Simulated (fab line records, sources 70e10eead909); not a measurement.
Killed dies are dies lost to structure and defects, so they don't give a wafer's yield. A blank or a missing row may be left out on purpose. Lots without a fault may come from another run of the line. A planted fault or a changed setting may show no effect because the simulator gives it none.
fab line records | flow nand_harc
record lots=24 wafers=72 last_day=24
route steps=1159 shown A_ONON_D1@445 A_CHANNEL_HOLE_D1@484 A_CHANNEL_FILL_D1@499 A_STAIRCASE@553
lots that met no fault: from a run of the same line without faults
start_h: hours from the record's first day to the start of the lot's first wafer shown | wait_h: hours since the lot's step before | " the same as in the row above | L1.1+2: a row that stands for several wafers | - no value, or no start given | * or withheld: withheld | < > ~ a bound
route shown NAME@n: a module of which the file shows steps, and the number in the route of the first | usual: mean/standard deviation of fault-free wafers | same: alike in all rows | chamber/n: place in a boat | sites: the reading at each site | _std_site: their standard deviation | _edge_site: outer sites' mean less inner sites' | radius_mm: how far each site lies from the wafer's centre | mask NAME#n: copy n | behind: the tool/chamber that last shaped the wafer | hold: why the lot was held/for how many hours/how that ended | device: the transistor (n, p or np) that didn't switch | end of line: the same wafers' tests at the end of the route | a step without rows: its recipe alone | killed: dies lost to structure and defects at the first sort, not the wafer's yield | map: a wafer's dies, x killed, . not, _ none there
set.NAME: the setting as run; set.NAME@STEP: as run at that earlier step | model.NAME: the simulator's own value behind a step, which no gauge read
steps of the route over a sample of lots; a table a step, a row a wafer
services: from which hour (start_h, from the record's first day; less than 0 if before it) a tool's chamber was out of use, for how many hours, and why
## steps
# step NHARC_A_ONON_D1_THK_MEAS_30
# recipe thk_meas_gauge=ellipsometry
# usual thk_nm=1001/11
# columns lot.wafer tool chamber start_h wait_h thk_nm
L074.1 film_metro-02 - 166.04 - 1005
L074.3 " - " " 1004
L074.5 " - " " 1005
L075.1 film_metro-02 - 178.13 - 979
L075.4 " - " " 979
L075.6 " - " " 978
L076.2 film_metro-01 - 178.26 - 1009
L076.5 " - " " 1011
L076.6 " - " " 1012
L077.3 film_metro-02 - 178.36 - 1006
L077.4 " - " " 1005
L077.6 " - " " 1006
L078.2 film_metro-01 - 187.85 - 1000
L078.3 " - " " 999
L078.6 " - " " 1000
L079.2 film_metro-02 - 187.89 - 994
L079.3 " - " " 993
L079.6 " - " " 997
L081.2 film_metro-02 - 205.35 - 1004
L081.3 " - " " 1002
L081.4 " - " " 1003
L080.1 film_metro-01 - 205.37 - 1014
L080.3 " - " " 1012
L080.5 " - " " 1015
L082.2 film_metro-01 - 217.12 - 996
L082.3 " - " " 999
L082.5 " - " " 995
L083.1 film_metro-02 - 233.01 - 982
L083.5 " - " " 982
L083.6 " - " " 983
L084.2 film_metro-02 - 246.21 - 1028
L084.3 " - " " 1028
L084.5 " - " " 1030
L085.1 film_metro-02 - 246.40 - 1012
L085.3 " - " " 1012
L085.4 " - " " 1012
L088.1 film_metro-01 - 246.56 - 993
L088.5 " - " " 995
L088.6 " - " " 994
L086.3 film_metro-02 - 246.73 - 1002
L086.5 " - " " 1002
L086.6 " - " " 1003
L087.1 film_metro-01 - 253.33 - 1011
L087.2 " - " " 1009
L087.6 " - " " 1010
L090.1 film_metro-02 - 263.58 - 994
L090.2 " - " " 997
L090.6 " - " " 997
L089.2 film_metro-01 - 263.61 - 987
L089.5 " - " " 984
L089.6 " - " " 988
L093.3 film_metro-01 - 268.75 - 999
L093.4 " - " " 999
L093.5 " - " " 1001
L091.1 film_metro-01 - 268.77 - 1001
L091.3 " - " " 1002
L091.4 " - " " 1000
L092.2 film_metro-02 - 273.33 - 995
L092.4 " - " " 998
L092.5 " - " " 999
L096.1 film_metro-02 - 296.93 - 991
L096.3 " - " " 996
L096.4 " - " " 996
L095.2 film_metro-01 - 296.94 - 1002
L095.3 " - " " 1003
L095.5 " - " " 1002
L097.2 film_metro-01 - 297.28 - 994
L097.3 " - " " 994
L097.6 " - " " 995
L094.1 film_metro-02 - 297.30 - 1021
L094.4 " - " " 1020
L094.5 " - " " 1019
# step NHARC_A_CHANNEL_HOLE_D1_STRIP_27
# recipe o2_flow_sccm=500 ar_flow_sccm=0 bias_w=0 chemistry=O2
# usual drypump_motor_current_A=5.7/0.39 oes_product_au=1.000/0.016 rf_vpp_V=57.9/0.96 showerhead_plenum_p_Torr=3.57/0.12 throttle_valve_pct=17.036/0.0084
# columns lot.wafer tool chamber start_h wait_h drypump_motor_current_A oes_product_au rf_hours_counter_h rf_vpp_V showerhead_plenum_p_Torr throttle_valve_pct
L074.1 rie_diel-06 3 - - 5.6 1.020 6 57.4 3.52 17.041
L074.3 " 0 " " 5.6 0.986 6 57.7 3.62 17.052
L074.5 " 1 " " 5.7 1.007 - 56.1 3.47 17.047
L075.1 rie_diel-01 1 - - 5.6 0.977 3 58.0 3.54 17.030
L075.4 " 3 " " 5.8 1.001 3 58.0 3.52 17.039
L075.6 " 0 " " 6.4 0.997 - 58.2 3.78 17.038
L076.2 rie_diel-03 3 - - 5.8 0.999 12 57.6 3.38 17.022
L076.6 " 2 " " 5.6 0.988 - 58.0 3.46 17.020
L076.5 " 3 " " 5.8 0.996 - 57.2 3.38 17.024
L077.4 rie_diel-06 3 - - 5.7 1.034 7 58.4 3.52 17.028
L077.3 " 2 " " 5.2 1.006 8 57.7 3.70 17.023
L077.6 " 3 " " 5.6 1.035 - 59.1 3.52 17.041
L078.2 rie_diel-03 0 - - 6.1 0.975 12 58.4 3.66 17.019
L078.3 " 1 " " 4.7 1.007 10 58.5 3.77 17.034
L078.6 " 3 " " 5.8 1.008 - 56.8 3.37 17.051
L079.2 rie_diel-01 2 - - 5.8 1.004 3 57.0 3.53 17.034
L079.3 " 0 " " 6.4 0.995 4 57.5 3.78 17.027
L079.6 " 1 " " 5.6 0.972 - 58.1 3.54 17.024
L081.2 rie_diel-01 0 - - 6.4 0.992 5 56.3 3.78 17.036
L081.4 " 2 " " 5.7 1.019 4 57.6 3.53 17.041
L081.3 " 3 " " 5.8 0.985 5 58.2 3.52 17.027
L080.3 rie_diel-06 3 - - 5.7 1.014 8 58.2 3.52 17.055
L080.1 " 1 " " 5.6 1.001 9 57.6 3.47 17.035
L080.5 " 3 " " 5.7 1.018 - 56.8 3.52 17.033
L082.2 rie_diel-03 1 - - 4.7 0.995 0 57.5 3.76 17.044
L082.3 " 0 " " 6.1 0.983 0 57.0 3.66 17.039
L082.5 " 2 " " 5.6 0.977 - 58.0 3.46 17.039
L083.1 rie_diel-01 3 - - 5.9 0.995 8 56.8 3.52 17.036
L083.6 " 2 " " 5.8 1.018 - 57.3 3.52 17.028
L083.5 " 3 " " 5.8 1.004 - 58.1 3.52 17.044
L084.2 rie_diel-03 0 256.44 0.1 6.1 1.005 3 59.7 3.65 17.038
L084.3 " 0 " " 6.1 0.994 - 57.8 3.65 17.034
L084.5 " 0 " " 6.1 0.998 - 58.6 3.65 17.046
L085.4 rie_diel-01 1 - - 5.6 0.978 8 58.3 3.54 17.035
L085.1 " 2 " " 5.8 1.020 8 55.9 3.52 17.040
L085.3 " 0 " " 6.4 1.002 10 58.0 3.77 17.042
L088.1 rie_diel-06 2 - - 5.2 1.007 1 57.7 3.69 17.040
L088.6 " 3 " " 5.7 1.035 - 56.8 3.51 17.024
L088.5 " 0 " " 5.5 0.990 - 58.8 3.61 17.027
L086.3 rie_diel-03 0 - - 6.1 0.989 4 58.1 3.65 17.050
L086.5 " 2 " " 5.6 0.984 - 57.0 3.45 17.031
L086.6 " 3 " " 5.8 0.984 - 56.4 3.37 17.042
L087.2 rie_diel-06 1 - - 5.6 1.008 1 59.5 3.46 17.050
L087.1 " 2 " " 5.2 1.019 1 57.0 3.69 17.035
L087.6 " 1 " " 5.7 1.005 - 57.3 3.46 17.038
L090.1 rie_diel-01 0 - - 6.5 0.997 11 58.3 3.77 17.050
L090.2 " 1 " " 5.6 0.974 9 58.4 3.54 17.042
L090.6 " 3 " " 5.8 0.994 - 58.4 3.51 17.025
L089.2 rie_diel-06 2 - - 5.2 1.019 3 59.5 3.69 17.057
L089.6 " 0 " " 5.5 0.999 - 57.2 3.61 17.035
L089.5 " 1 " " 5.6 1.006 - 57.6 3.46 17.042
L093.3 rie_diel-01 3 - - 5.8 1.007 11 56.8 3.51 17.036
L093.4 " 0 " " 6.4 0.993 11 57.9 3.77 17.038
L093.5 " 0 " " 6.5 0.999 - 59.3 3.77 17.036
L091.4 rie_diel-06 1 - - 5.6 1.011 3 58.3 3.46 17.037
L091.3 " 3 " " 5.7 1.043 3 57.0 3.51 17.030
L091.1 " 0 " " 5.5 0.986 3 57.1 3.61 17.031
L092.2 rie_diel-03 2 - - 5.6 0.985 4 58.3 3.45 17.034
L092.4 " 3 " " 5.7 0.978 7 57.9 3.37 17.021
L092.5 " 1 " " 4.7 1.005 - 60.7 3.76 17.038
L095.2 rie_diel-06 2 - - 5.2 1.007 4 60.2 3.69 17.038
L095.3 " 1 " " 5.6 1.010 5 56.7 3.46 17.034
L095.5 " 3 " " 5.6 1.032 - 57.7 3.51 17.035
L096.3 rie_diel-01 1 - - 5.6 0.993 12 56.7 3.53 17.030
L096.1 " 2 " " 5.8 1.019 11 58.0 3.52 17.033
L096.4 " 3 " " 5.9 1.005 12 57.1 3.51 17.039
L097.2 rie_diel-06 2 - - 5.2 1.001 5 58.2 3.69 17.043
L097.3 " 3 " " 5.7 1.042 4 59.5 3.51 17.029
L097.6 " 1 " " 5.7 1.008 - 57.8 3.46 17.042
L094.4 rie_diel-03 2 - - 5.6 0.988 6 60.2 3.45 17.043
L094.1 " 3 " " 5.8 0.987 9 56.9 3.37 17.035
L094.5 " 0 " " 6.1 1.001 - 58.4 3.65 17.041
# step NHARC_A_CHANNEL_HOLE_D1_XSEM_31
# recipe landing_energy_ev=35000
# usual bot_cd_nm=75.0/1.6 bow_nm=8.53/0.27 tilt_deg=0.05/0.042
# columns lot.wafer tool chamber start_h wait_h bot_cd_nm bow_nm tilt_deg
L074.1 xsem-02 0 177.09 0.1 74.0 8.26 0.01
L074.3 " 0 " " 73.5 8.20 0.01
L074.5 " 0 " " 74.8 8.24 0.01
L075.1 xsem-01 0 190.52 0.1 73.5 8.24 0.02
L075.4 " 0 " " 78.1 8.29 0.02
L075.6 " 0 " " 73.8 8.26 0.02
L076.2 xsem-02 0 191.97 0.1 74.1 8.73 0.02
L076.5 " 0 " " 74.7 8.79 0.02
L076.6 " 0 " " 74.8 8.77 0.02
L077.3 xsem-01 0 194.71 0.1 75.2 8.68 0.01
L077.4 " 0 " " 75.2 8.68 0.01
L077.6 " 0 " " 72.9 8.72 0.01
L078.2 xsem-02 0 200.32 0.1 71.0 9.16 0.12
L078.3 " 0 " " 71.4 9.23 0.12
L078.6 " 0 " " 73.5 9.16 0.12
L079.2 xsem-01 0 200.84 0.1 73.4 8.56 -0.01
L079.3 " 0 " " 73.7 8.57 -0.01
L079.6 " 0 " " 74.7 8.54 -0.01
L081.2 xsem-02 0 215.55 0.1 74.9 8.45 -0.02
L081.3 " 0 " " 75.9 8.46 -0.02
L081.4 " 0 " " 76.5 8.42 -0.02
L080.1 xsem-01 0 215.74 0.1 74.3 8.40 0.02
L080.3 " 0 " " 74.7 8.45 0.02
L080.5 " 0 " " 77.1 8.43 0.02
L082.2 xsem-02 0 228.95 0.1 75.7 8.21 0.10
L082.3 " 0 " " 73.0 8.29 0.10
L082.5 " 0 " " 75.9 8.23 0.10
L083.1 xsem-01 0 245.01 0.1 73.7 8.67 0.11
L083.5 " 0 " " 76.1 8.62 0.11
L083.6 " 0 " " 77.4 8.65 0.11
L085.1 xsem-02 0 257.48 0.1 75.2 7.88 0.07
L085.3 " 0 " " 74.6 7.92 0.07
L085.4 " 0 " " 76.5 7.87 0.06
L084.2 xsem-01 0 257.56 0.1 71.7 8.52 0.09
L084.3 " 0 " " 72.7 8.44 0.09
L084.5 " 0 " " 73.3 8.52 0.09
L088.1 xsem-02 0 261.24 0.1 75.4 8.44 0.05
L088.5 " 0 " " 74.2 8.49 0.05
L088.6 " 0 " " 78.3 8.45 0.05
L086.3 xsem-01 0 261.90 0.1 75.9 8.72 0.11
L086.5 " 0 " " 73.6 8.72 0.11
L086.6 " 0 " " 75.5 8.77 0.11
L087.1 xsem-02 0 265.42 0.1 78.4 8.79 0.05
L087.2 " 0 " " 76.0 8.83 0.05
L087.6 " 0 " " 75.1 8.70 0.04
L090.1 xsem-01 0 273.80 0.1 71.9 8.73 0.08
L090.2 " 0 " " 76.2 8.70 0.08
L090.6 " 0 " " 75.7 8.71 0.08
L089.2 xsem-02 0 274.59 0.1 74.2 8.62 0.11
L089.5 " 0 " " 76.0 8.57 0.11
L089.6 " 0 " " 75.0 8.60 0.11
L093.3 xsem-01 0 279.65 0.1 76.2 8.17 0.01
L093.4 " 0 " " 75.6 8.11 0.01
L093.5 " 0 " " 72.5 8.15 0.01
L091.1 xsem-02 0 280.32 0.1 74.7 8.48 0.09
L091.3 " 0 " " 75.8 8.60 0.09
L091.4 " 0 " " 73.5 8.59 0.09
L092.2 xsem-01 0 284.19 0.1 79.1 8.34 0.08
L092.4 " 0 " " 75.5 8.32 0.08
L092.5 " 0 " " 75.9 8.38 0.08
L095.2 xsem-01 0 307.21 0.1 75.1 8.55 0.01
L095.3 " 0 " " 74.6 8.43 0.01
L095.5 " 0 " " 74.1 8.48 0.01
L096.1 xsem-01 0 308.39 0.1 75.7 8.67 0.05
L096.3 " 0 " " 78.1 8.61 0.05
L096.4 " 0 " " 77.4 8.59 0.05
L097.2 xsem-01 0 314.25 0.1 74.2 8.58 0.10
L097.3 " 0 " " 77.2 8.53 0.10
L097.6 " 0 " " 75.4 8.57 0.10
L094.1 xsem-02 0 318.44 0.1 76.0 8.78 0.04
L094.4 " 0 " " 76.0 8.84 0.03
L094.5 " 0 " " 75.0 8.82 0.03
# step NHARC_A_CHANNEL_FILL_D1_ETCHBACK_19
# recipe target_depth_a=50 time_s=1.7 hbr_flow_sccm=150 cl2_flow_sccm=50 rf_w=400 icp_w=400 bias_w=100 chemistry=HBr/Cl2
# usual drypump_motor_current_A=5.9/0.4 oes_product_au=1.005/0.015 throttle_valve_pct=26.405/0.0094
# same time_s=1.7
# columns lot.wafer tool chamber start_h wait_h drypump_motor_current_A oes_product_au rf_hours_counter_h throttle_valve_pct
L074.1 rie_si-02 1 206.74 0.4 5.8 1.023 1.4 26.411
L074.3 " 2 " " 5.0 1.007 1.4 26.412
L074.5 " 0 " " 6.3 1.016 - 26.411
L075.1 rie_si-06 2 218.32 0.4 5.6 1.023 0.3 26.403
L075.4 " 3 " " 5.7 0.997 0.3 26.402
L075.6 " 1 " " 5.8 0.965 - 26.419
L077.3 rie_si-04 1 218.33 0.4 6.0 1.014 1.0 26.409
L077.4 " 2 " " 5.3 1.002 1.0 26.399
L077.6 " 0 " " 6.4 1.000 - 26.406
L076.2 rie_si-06 0 218.41 0.5 5.8 1.007 0.2 26.396
L076.5 " 2 " " 5.6 1.025 - 26.396
L076.6 " 3 " " 5.7 1.000 - 26.416
L079.2 rie_si-04 2 225.08 0.4 5.3 1.006 1.0 26.417
L079.3 " 1 " " 6.0 1.010 1.1 26.421
L079.6 " 3 " " 6.7 1.010 - 26.412
L078.2 rie_si-06 1 225.11 0.4 5.8 0.970 0.3 26.401
L078.3 " 2 " " 5.6 1.019 0.4 26.402
L078.6 " 3 " " 5.7 1.004 - 26.401
L080.1 rie_si-06 3 240.29 0.4 5.7 1.010 0.6 26.390
L080.3 " 1 " " 5.7 0.965 0.4 26.415
L080.5 " 0 " " 5.8 0.998 - 26.421
L081.2 rie_si-02 3 240.29 0.4 6.1 1.018 0.2 26.415
L081.3 " 0 " " 6.3 0.991 0.1 26.395
L081.4 " 1 " " 5.8 1.012 0.2 26.410
L082.3 rie_si-04 3 252.98 0.4 6.6 1.021 1.2 26.406
L082.2 " 0 " " 6.4 1.015 1.3 26.393
L082.5 " 1 " " 6.0 1.031 - 26.419
L083.1 rie_si-06 3 271.33 0.4 5.8 0.998 0.8 26.406
L083.6 " 2 " " 5.6 1.027 - 26.389
L083.5 " 3 " " 5.8 1.002 - 26.389
L084.3 rie_si-06 1 281.81 0.4 5.8 0.980 0.9 26.408
L084.2 " 3 " " 5.8 1.003 0.9 26.389
L084.5 " 2 " " 5.6 1.022 - 26.403
L085.3 rie_si-02 2 281.83 0.4 5.0 1.013 0.6 26.392
L085.4 " 3 " " 6.1 1.010 0.6 26.399
L085.1 " 0 " " 6.3 0.991 0.6 26.404
L086.3 rie_si-04 0 285.57 0.4 6.4 1.007 0 26.400
L086.6 " 2 " " 5.3 0.996 - 26.418
L086.5 " 3 " " 6.6 0.997 - 26.418
L088.1 rie_si-06 2 285.58 0.4 5.6 1.028 0.9 26.397
L088.5 " 3 " " 5.7 0.982 - 26.425
L088.6 " 0 " " 5.8 0.994 - 26.415
L087.2 rie_si-02 1 291.65 0.4 5.8 1.008 0.7 26.410
L087.1 " 2 " " 5.0 1.012 0.7 26.397
L087.6 " 3 " " 6.1 1.010 - 26.412
L090.1 rie_si-04 2 297.99 0.4 5.3 0.986 0.1 26.410
L090.2 " 0 " " 6.3 0.994 0.1 26.414
L090.6 " 1 " " 6.0 1.021 - 26.404
L089.2 rie_si-02 1 298.01 0.4 5.8 1.013 0.7 26.415
L089.6 " 3 " " 6.1 1.013 - 26.394
L089.5 " 0 " " 6.2 1.007 - 26.399
L091.4 rie_si-06 0 304.62 0.4 5.8 1.010 1.1 26.407
L091.1 " 1 " " 5.8 0.986 1.1 26.408
L091.3 " 2 " " 5.6 1.024 1.1 26.398
L093.3 rie_si-02 2 304.63 0.4 5.0 1.026 0.8 26.394
L093.4 " 0 " " 6.3 1.008 0.7 26.423
L093.5 " 3 " " 6.1 1.027 - 26.400
L092.2 rie_si-06 0 308.80 0.4 5.8 1.001 1.2 26.399
L092.4 " 1 " " 5.8 0.984 1.2 26.396
L092.5 " 0 " " 5.8 1.005 - 26.408
L096.3 rie_si-06 0 331.77 0.4 5.8 1.027 1.4 26.419
L096.1 " 1 " " 5.8 0.981 1.4 26.409
L096.4 " 2 " " 5.6 1.032 1.3 26.414
L095.3 rie_si-04 1 331.77 0.4 6.0 1.004 0.5 26.396
L095.2 " 3 " " 6.7 1.010 0.4 26.406
L095.5 " 0 " " 6.4 0.988 - 26.402
L097.2 rie_si-06 2 340.33 0.4 5.6 1.025 1.3 26.403
L097.3 " 1 " " 5.8 0.989 1.4 26.406
L097.6 " 3 " " 5.7 1.002 - 26.405
L094.1 rie_si-04 1 340.35 0.4 6.0 1.011 0.5 26.405
L094.4 " 3 " " 6.7 1.006 - 26.407
L094.5 " 2 " " 5.3 0.991 - 26.403
# step NHARC_A_CHANNEL_FILL_D1_STRIP_29
# recipe time_s=20 o2_flow_sccm=500 ar_flow_sccm=0 bias_w=0 chemistry=O2
# usual drypump_motor_current_A=5.7/0.42 oes_product_au=1.000/0.013 rf_vpp_V=57.9/0.87 showerhead_plenum_p_Torr=3.56/0.15 throttle_valve_pct=17.038/0.009
# same time_s=20
# columns lot.wafer tool chamber start_h wait_h drypump_motor_current_A oes_product_au rf_hours_counter_h rf_vpp_V showerhead_plenum_p_Torr throttle_valve_pct
L074.1 rie_diel-10 1 - - 5.2 1.001 2 56.9 3.38 17.038
L074.3 " 2 " " 5.6 1.007 2 56.0 3.31 17.052
L074.5 " 0 " " 5.9 1.012 - 57.7 3.55 17.038
L077.4 rie_diel-05 3 - - 5.4 1.014 10 57.3 3.51 17.037
L077.3 " 1 " " 5.2 1.004 13 58.4 3.62 17.043
L077.6 " 3 " " 5.4 1.008 - 58.3 3.51 17.034
L076.2 rie_diel-10 1 - - 5.2 1.000 3 57.3 3.38 17.035
L076.6 " 2 " " 5.6 1.007 - 56.9 3.31 17.036
L076.5 " 3 " " 5.4 1.030 - 58.7 3.68 17.042
L075.1 rie_diel-12 2 - - 5.4 0.983 1 57.4 3.53 17.035
L075.4 " 3 " " 5.4 1.007 1 59.8 3.72 17.034
L075.6 " 0 " " 6.4 1.002 - 58.3 3.76 17.029
L079.3 rie_diel-10 1 - - 5.2 0.993 3 57.7 3.38 17.031
L079.2 " 0 " " 5.9 1.007 3 59.7 3.55 17.026
L079.6 " 2 " " 5.6 1.017 - 56.0 3.31 17.048
L078.3 rie_diel-12 3 - - 5.4 1.007 1 58.4 3.72 17.030
L078.2 " 1 " " 6.1 1.010 1 59.9 3.42 17.043
L078.6 " 2 " " 5.4 0.975 - 56.9 3.53 17.026
L080.1 rie_diel-12 0 - - 6.4 1.001 1 57.7 3.76 17.033
L080.3 " 1 " " 6.1 1.009 2 56.9 3.42 17.015
L080.5 " 3 " " 5.4 1.009 - 58.2 3.72 17.031
L081.4 rie_diel-12 1 - - 6.1 1.010 2 58.3 3.42 17.043
L081.2 " 3 " " 5.4 1.006 1 58.7 3.72 17.041
L081.3 " 0 " " 6.4 1.000 1 57.7 3.76 17.038
L082.3 rie_diel-10 2 - - 5.6 1.014 3 57.8 3.31 17.029
L082.2 " 1 " " 5.2 0.994 4 57.8 3.38 17.038
L082.5 " 2 " " 5.6 1.003 - 57.8 3.31 17.048
L083.1 rie_diel-12 2 - - 5.4 0.981 2 59.7 3.53 17.057
L083.6 " 2 " " 5.4 0.983 - 57.2 3.53 17.038
L083.5 " 3 " " 5.4 1.012 - 58.1 3.72 17.045
L086.3 rie_diel-12 2 - - 5.4 0.972 2 58.0 3.53 17.055
L086.5 " 3 " " 5.4 1.010 - 57.4 3.72 17.053
L086.6 " 0 " " 6.4 0.987 - 59.7 3.76 17.034
L084.2 rie_diel-10 1 - - 5.2 1.006 5 57.0 3.38 17.046
L084.3 " 2 " " 5.6 0.991 5 55.9 3.31 17.038
L084.5 " 1 " " 5.2 0.989 - 58.4 3.38 17.030
L088.1 rie_diel-05 3 - - 5.4 1.015 27 58.2 3.50 17.051
L088.5 " 3 " " 5.4 1.018 - 57.7 3.50 17.042
L088.6 " 0 " " 5.4 0.976 - 58.8 3.60 17.038
L085.1 rie_diel-05 1 - - 5.2 1.001 30 57.9 3.61 17.034
L085.4 " 2 " " 6.4 1.010 28 57.2 3.37 17.038
L085.3 " 0 " " 5.4 0.984 29 58.8 3.60 17.032
L087.2 rie_diel-05 0 - - 5.4 0.986 29 57.3 3.60 17.045
L087.1 " 1 " " 5.2 1.004 31 58.8 3.61 17.044
L087.6 " 0 " " 5.4 0.979 - 57.1 3.60 17.036
L089.2 rie_diel-10 0 - - 5.9 0.989 5 57.6 3.55 17.022
L089.6 " 0 " " 5.9 0.991 - 57.7 3.55 17.044
L089.5 " 1 " " 5.2 0.996 - 55.9 3.38 17.041
L090.1 rie_diel-12 0 - - 6.4 0.996 2 59.3 3.76 17.046
L090.2 " 1 " " 6.1 1.006 3 58.4 3.41 17.049
L090.6 " 3 " " 5.4 1.007 - 56.9 3.72 17.032
L091.1 rie_diel-12 3 - - 5.4 1.010 3 57.4 3.72 17.045
L091.3 " 1 " " 6.1 1.008 3 58.2 3.41 17.046
L091.4 " 2 " " 5.4 0.981 3 57.3 3.53 17.012
L093.3 rie_diel-05 0 322.85 0.4 5.4 0.990 31 59.0 3.60 17.022
L093.5 " 3 " " 5.4 1.006 - 56.7 3.50 17.033
L093.4 " 0 " " 5.4 0.975 - 56.4 3.60 17.026
L092.2 rie_diel-10 1 - - 5.2 0.996 6 58.3 3.38 17.038
L092.4 " 0 " " 5.9 0.991 5 57.2 3.55 17.050
L092.5 " 1 " " 5.2 1.007 - 56.8 3.38 17.038
L095.3 rie_diel-12 1 349.28 0.1 6.1 1.012 3 57.6 3.41 17.037
L095.2 " 3 " " 5.4 1.016 3 58.2 3.72 17.035
L095.5 " 0 " " 6.4 0.995 - 57.8 3.76 17.020
L096.1 rie_diel-12 3 352.85 0.2 5.4 1.006 3 59.4 3.72 17.025
L096.3 " 0 " " 6.4 0.982 3 59.1 3.76 17.040
L096.4 " 0 " " 6.4 0.987 - 58.2 3.76 17.043
L094.4 rie_diel-12 3 - - 5.4 1.009 4 58.4 3.72 17.039
L094.1 " 0 " " 6.4 0.983 4 58.1 3.76 17.025
L094.5 " 1 " " 6.1 1.004 - 57.9 3.41 17.041
L097.3 rie_diel-12 2 - - 5.4 0.981 3 59.3 3.53 17.021
L097.2 " 0 " " 6.4 0.984 4 60.2 3.76 17.041
L097.6 " 3 " " 5.4 1.008 - 56.4 3.72 17.051
# step NHARC_A_STAIRCASE_ETCH_17
# recipe target_depth_a=1000 time_s=40.5 ion_energy_ev=400 c4f8_flow_sccm=20 o2_flow_sccm=10 ar_flow_sccm=withheld rf_w=600 bias_w=1000 chemistry=C4F8/O2
# usual oes_product_au=0.945/0.012 rf_vpp_V=897/4.8
# same time_s=40.5
# columns lot.wafer tool chamber start_h wait_h oes_product_au rf_hours_counter_h rf_vpp_V
L074.3 rie_diel-11 0 - - 0.959 15 888
L074.1 " 2 " " 0.947 16 899
L074.5 " 0 " " 0.947 - 890
L076.2 rie_diel-11 3 - - 0.928 20 894
L076.5 " 2 " " 0.937 - 900
L076.6 " 3 " " 0.932 - 895
L077.4 rie_diel-11 1 - - 0.950 19 902
L077.3 " 2 " " 0.954 20 900
L077.6 " 1 " " 0.935 - 903
L075.4 rie_diel-11 0 - - 0.957 21 889
L075.1 " 2 " " 0.946 21 900
L075.6 " 3 " " 0.949 - 896
L079.2 rie_diel-11 0 - - 0.955 22 887
L079.3 " 1 " " 0.954 22 899
L079.6 " 3 " " 0.943 - 898
L078.3 rie_diel-11 3 - - 0.934 23 894
L078.2 " 1 " " 0.944 22 900
L078.6 " 3 " " 0.926 - 896
L080.1 rie_diel-07 1 - - 0.950 10 895
L080.3 " 3 " " 0.943 13 899
L080.5 " 1 " " 0.946 - 896
L081.3 rie_diel-11 3 - - 0.932 30 897
L081.4 " 0 " " 0.976 29 888
L081.2 " 1 " " 0.974 28 901
L082.2 rie_diel-11 2 - - 0.941 33 900
L082.3 " 0 " " 0.946 34 888
L082.5 " 2 " " 0.930 - 901
L083.1 rie_diel-11 2 - - 0.950 39 899
L083.5 " 1 " " 0.955 - 901
L083.6 " 2 " " 0.954 - 899
L086.3 rie_diel-07 0 - - 0.933 24 893
L086.6 " 3 " " 0.946 - 898
L086.5 " 0 " " 0.933 - 895
L084.3 rie_diel-13 2 - - 0.958 7 902
L084.2 " 3 " " 0.925 7 901
L084.5 " 3 " " 0.925 - 903
L088.1 rie_diel-13 3 - - 0.933 8 903
L088.5 " 3 " " 0.928 - 902
L088.6 " 0 " " 0.943 - 904
L085.4 rie_diel-11 1 - - 0.950 44 900
L085.1 " 2 " " 0.947 43 899
L085.3 " 3 " " 0.948 43 895
L087.1 rie_diel-11 1 - - 0.957 45 902
L087.2 " 3 " " 0.926 45 895
L087.6 " 0 " " 0.962 - 888
L089.2 rie_diel-11 3 - - 0.933 49 896
L089.5 " 3 " " 0.930 - 895
L089.6 " 0 " " 0.948 - 886
L090.1 rie_diel-11 1 - - 0.950 50 901
L090.2 " 0 " " 0.973 52 887
L090.6 " 1 " " 0.953 - 900
L091.4 rie_diel-07 0 - - 0.940 35 893
L091.3 " 1 " " 0.920 37 896
L091.1 " 2 " " 0.948 30 897
L093.4 rie_diel-11 3 - - 0.939 52 896
L093.3 " 0 " " 0.974 56 888
L093.5 " 1 " " 0.948 - 902
L092.4 rie_diel-13 0 - - 0.943 22 904
L092.2 " 1 " " 0.934 20 903
L092.5 " 0 " " 0.953 - 902
L095.3 rie_diel-07 0 - - 0.938 42 893
L095.2 " 1 " " 0.932 42 895
L095.5 " 0 " " 0.936 - 895
L096.4 rie_diel-13 0 - - 0.936 31 905
L096.1 " 1 " " 0.947 29 902
L096.3 " 2 " " 0.966 26 902
L094.1 rie_diel-07 2 - - 0.963 38 897
L094.5 " 0 " " 0.940 - 893
L094.4 " 2 " " 0.966 - 898
L097.2 rie_diel-13 2 - - 0.944 29 900
L097.3 " 0 " " 0.943 35 904
L097.6 " 3 " " 0.957 - 902
## services
# columns tool chamber start_h hours kind
rie_diel-11 0 157.59 5.7 repair
rie_diel-01 2 160.90 5.5 repair
rie_diel-01 2 170.71 1.5 repair
rie_diel-03 1 171.90 6.8 repair
rie_diel-10 - 176.61 9.0 pm
rie_si-06 - 183.00 9.0 pm
rie_diel-11 - 189.68 9.0 pm
rie_diel-12 - 202.42 9.0 pm
rie_si-06 - 209.11 0.5 repair
rie_si-06 0 210.32 6.0 repair
rie_diel-06 - 212.17 0.3 repair
rie_diel-03 - 215.30 9.0 pm
rie_diel-01 1 231.47 15.1 repair
rie_diel-06 - 241.20 9.0 pm
rie_diel-03 1 247.99 15.8 repair
rie_diel-03 2 250.27 6.7 repair
rie_diel-10 0 257.14 3.7 repair
rie_diel-11 3 279.07 6.1 repair
xsem-02 - 302.00 14.0 pm
rie_diel-01 - 315.09 9.0 pm
rie_diel-12 2 337.18 16.6 repair
rie_diel-06 1 359.92 15.2 repair
rie_si-06 - 360.00 9.0 pm
rie_diel-11 - 366.68 9.0 pm
## key
fault none
